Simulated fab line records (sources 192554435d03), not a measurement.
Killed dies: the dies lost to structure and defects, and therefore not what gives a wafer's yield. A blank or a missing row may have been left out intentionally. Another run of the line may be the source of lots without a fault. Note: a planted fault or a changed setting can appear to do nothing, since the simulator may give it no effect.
Which of the tools did it? | flow n5-finfet | 10 lots with 29 wafers sampled at 4 steps, on a route of 1938 steps

== WHAT EACH GAUGE READ, for each wafer ==
N5_BEOL_M15_OVL_MEAS_29.
lot  | measured     | on         | M15_OVL (nm)
L470 | day 13 20:03 | overlay-02 | 3 -3 0
L473 | day 14 18:03 | overlay-01 | 94 95 101
L476 | day 15 12:48 | overlay-02 | -5 -14 -5
L475 | day 16 01:49 | overlay-01 | 100 97 96
L478 | day 16 21:52 | overlay-02 | -5 -16 3
L482 | day 17 07:20 | overlay-02 | -3 -2 -7
L483 | day 17 22:10 | overlay-01 | -4 3 -8
L484 | day 17 21:54 | overlay-01 | -2 -13
L485 | day 17 22:13 | overlay-02 | 0 -9 -13
L486 | day 18 05:57 | overlay-02 | -1 -5 -3

== WHAT TOOL EACH LOT RAN ON (gives the tool, then ch and the chambers of the sampled wafers, and finally the start) ==
lot  | N5_BEOL_M15_ETCH_59                | N5_BEOL_M15_ETCH_57                | N5_BEOL_M15_EXPOSE_25
L470 | rie-diel-05 ch 0,2, day 13 18:17   | rie-diel-01 ch 0,2,3, day 13 19:07 | krf-scanner-01 ch 0, day 13 19:51
L473 | rie-diel-06 ch 0,2,3, day 14 16:41 | rie-diel-05 ch 1,2,3, day 14 17:15 | krf-scanner-01 ch 0, day 14 17:51
L476 | rie-diel-01 ch 0,1,3, day 15 11:05 | rie-diel-01 ch 0,2,3, day 15 11:52 | krf-scanner-02 ch 0, day 15 12:36
L475 | rie-diel-05 ch 0,1, day 16 00:12   | rie-diel-05 ch 0,1,3, day 16 00:53 | krf-scanner-01 ch 0, day 16 01:37
L478 | rie-diel-01 ch 0,1,3, day 16 20:19 | rie-diel-01 ch 0,2,3, day 16 20:56 | krf-scanner-02 ch 0, day 16 21:40
L482 | rie-diel-06 ch 0,1,2, day 17 05:59 | rie-diel-06 ch 0,1,2, day 17 06:32 | krf-scanner-02 ch 0, day 17 07:09
L483 | rie-diel-01 ch 1,3, day 17 20:23   | rie-diel-01 ch 1,3, day 17 21:08   | krf-scanner-02 ch 0, day 17 21:58
L484 | rie-diel-05 ch 2, day 17 20:24     | rie-diel-05 ch 0,1, day 17 20:58   | krf-scanner-02 ch 0, day 17 21:43
L485 | rie-diel-06 ch 0,3, day 17 20:49   | rie-diel-06 ch 0,1,3, day 17 21:23 | krf-scanner-02 ch 0, day 17 22:01
L486 | rie-diel-06 ch 2,3, day 18 04:33   | rie-diel-05 ch 1,2,3, day 18 05:09 | krf-scanner-02 ch 0, day 18 05:45
- N5_BEOL_M15_ETCH_59: etches BARC in N2/H2, target depth 89 nm, overetch 26.7 nm, time 67.9 s.
- N5_BEOL_M15_ETCH_57: etches SOC in N2/H2, time 750 s.
- N5_BEOL_M15_EXPOSE_25: exposes mask M15, target cd 400 nm.

== WHAT THE TOOLS THEMSELVES READ (means of the sampled wafers that have a number; where no wafer has one, the mark that the record gives instead) ==
N5_BEOL_M15_ETCH_59.
lot  | tool        | drypump-motor-current-A (A) | h2-flow-sccm (sccm) | oes-product-au (a.u.) | rf-vpp-V (V) | showerhead-plenum-p-Torr (Torr) | throttle-valve-pct (%)
L470 | rie-diel-05 | 5.7                         | 199.3               | 0.72                  | 525.7        | 2.58                            | 17.52
L473 | rie-diel-06 | 5.4                         | 200.1               | 0.70                  | 525.3        | 2.60                            | 17.73
L476 | rie-diel-01 | 5.8                         | 200.1               | 0.65                  | 526.3        | 2.58                            | 17.86
L475 | rie-diel-05 | 5.8                         | 200.2               | 0.67                  | 524.9        | 2.58                            | 17.66
L478 | rie-diel-01 | 5.8                         | 200.0               | 0.65                  | 525.3        | 2.57                            | 17.87
L482 | rie-diel-06 | 5.4                         | 200.2               | 0.65                  | 525.7        | 2.62                            | 17.81
L483 | rie-diel-01 | 5.4                         | 200.4               | 0.67                  | 525.9        | 2.62                            | 17.95
L484 | rie-diel-05 | 5.2                         | 199.1               | 0.69                  | 525.0        | 2.56                            | 17.52
L485 | rie-diel-06 | 5.4                         | 199.7               | 0.70                  | 525.0        | 2.59                            | 17.72
L486 | rie-diel-06 | 5.5                         | 199.9               | 0.70                  | 524.9        | 2.57                            | 17.72

N5_BEOL_M15_ETCH_57.
lot  | tool        | drypump-motor-current-A (A) | h2-flow-sccm (sccm) | oes-product-au (a.u.) | rf-vpp-V (V) | showerhead-plenum-p-Torr (Torr) | throttle-valve-pct (%)
L470 | rie-diel-01 | 5.4                         | 200.6               | 0.85                  | 526.5        | 2.65                            | 17.64
L473 | rie-diel-05 | 5.5                         | 200.0               | 0.86                  | 525.9        | 2.60                            | 17.48
L476 | rie-diel-01 | 5.4                         | 199.6               | 0.84                  | 526.9        | 2.65                            | 17.65
L475 | rie-diel-05 | 5.7                         | 200.1               | 0.83                  | 525.5        | 2.60                            | 17.52
L478 | rie-diel-01 | 5.4                         | 200.6               | 0.83                  | 526.4        | 2.64                            | 17.67
L482 | rie-diel-06 | 5.4                         | 200.2               | 0.76                  | 525.8        | 2.62                            | 17.70
L483 | rie-diel-01 | 5.4                         | 199.8               | 0.78                  | 526.4        | 2.62                            | 17.86
L484 | rie-diel-05 | 5.8                         | 199.8               | 0.76                  | 525.7        | 2.59                            | 17.62
L485 | rie-diel-06 | 5.4                         | 199.5               | 0.79                  | 526.0        | 2.62                            | 17.67
L486 | rie-diel-05 | 5.5                         | 199.4               | 0.81                  | 525.0        | 2.59                            | 17.51

N5_BEOL_M15_EXPOSE_25.
lot  | tool           | stage-vel-mm-s (mm/s)
L470 | krf-scanner-01 | 500.17
L473 | krf-scanner-01 | 499.73
L476 | krf-scanner-02 | 499.99
L475 | krf-scanner-01 | 500.10
L478 | krf-scanner-02 | 500.33
L482 | krf-scanner-02 | 499.95
L483 | krf-scanner-02 | 500.15
L484 | krf-scanner-02 | 500.13
L485 | krf-scanner-02 | 499.67
L486 | krf-scanner-02 | 499.92

== THE ANSWER, worked out from the rows above alone ==
Rule: what is usual is taken from the lots themselves. Put in order of their means at a reading, lots are off if they are a third of the lots or fewer, leave a main group of 4 or more, and stand apart from it by a gap of 3 or more times the standard deviation of the main group's means; of several such gaps the widest counts. The tables above print the reading to a certain number of digits; a main group whose means all agree to those digits is not used. Also off: a lot with no number at a reading for which 4 or more lots have one. The other lots that the step has rows for count as sound. After the gauges, taken in route order, come the tools' own readings; for these a lot's mean is taken, as printed above. The first step at which some lot is off is used, and at that step the reading that is off furthest; a lot without a number counts as furthest.
Off: at N5_BEOL_M15_OVL_MEAS_29 (M15_OVL), L473, L475. Mean -5 nm and standard deviation 2.6 in the main group.
A tool fits if, at a process step before that reading, it ran every lot that is off, and no sound lot after the first of them. Those tools and the gauges at N5_BEOL_M15_OVL_MEAS_29 are tried in the same way. One candidate fits, namely krf-scanner-01 at N5_BEOL_M15_EXPOSE_25. Its last sound lot is L470 (day 13 19:51), its first lot that is off L473 (day 14 17:51): a fault that began between those two fits.

== WHAT THE SIMULATOR HAD INSERTED ==
Scanner matching overlay: krf-scanner-01, from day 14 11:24 on, at N5_BEOL_M15_EXPOSE_25. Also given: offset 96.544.
Struck lots among those shown: L473, L475. The rule above found the same.
